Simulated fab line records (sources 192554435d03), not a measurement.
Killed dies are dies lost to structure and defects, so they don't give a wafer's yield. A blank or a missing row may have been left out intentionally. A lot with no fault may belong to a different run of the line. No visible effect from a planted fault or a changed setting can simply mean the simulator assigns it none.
The tool behind it: which one?	flow n5Finfet	18 wafers from 6 lots sampled at 2 of the route's 1938 steps

WHAT THE GAUGES SHOWED, per wafer
N5_ILD0_THK_MEAS_13.
lot	measured	on	thkNm (nm)
L626	day 4 11:47	filmMetro-01	18.9 18.8 18.8
L631	day 5 21:33	filmMetro-01	15.8 17.4 16.8
L633	day 6 10:14	filmMetro-01	17.0 15.4 17.4
L636	day 7 00:31	filmMetro-01	18.1 17.1 17.3
L638	day 7 10:58	filmMetro-02	20.2 14.5 19.4
L644	day 9 03:59	filmMetro-01	17.4 16.7 18.3

EACH LOT AND THE TOOL THAT RAN IT (in order: tool; ch and the chambers of the sampled wafers; start)
lot	N5_ILD0_LINER_00
L626	aldSin-02 ch 1,3, day 4 05:34
L631	aldSin-02 ch 0,1,2, day 5 15:04
L633	aldSin-04 ch 0,2,3, day 6 04:14
L636	aldSin-04 ch 0,2,3, day 6 17:42
L638	aldSin-04 ch 2,3, day 7 04:37
L644	aldSin-02 ch 0,3, day 8 21:25
- N5_ILD0_LINER_00: material SiNx, target thk 4 nm, pulse time 1 s, purge time 2 s.

THE ANSWER, worked out from the rows above alone
Rule: the lots themselves supply what counts as usual. Put in order of their means at a reading, lots are off if they are a third of the lots or fewer, leave a main group of 4 or more, and stand apart from it by a gap of 3 or more times the standard deviation of the main group's means; of several such gaps the widest counts. Not used: any main group whose means are identical at the precision the tables above print for the reading. A lot without any number at a reading at which 4 lots or more have one is off too. All remaining lots with rows at the step are treated as sound.
None of the lots is off at any reading shown; this tells nothing.

WHAT WAS PUT IN BY THE SIMULATOR
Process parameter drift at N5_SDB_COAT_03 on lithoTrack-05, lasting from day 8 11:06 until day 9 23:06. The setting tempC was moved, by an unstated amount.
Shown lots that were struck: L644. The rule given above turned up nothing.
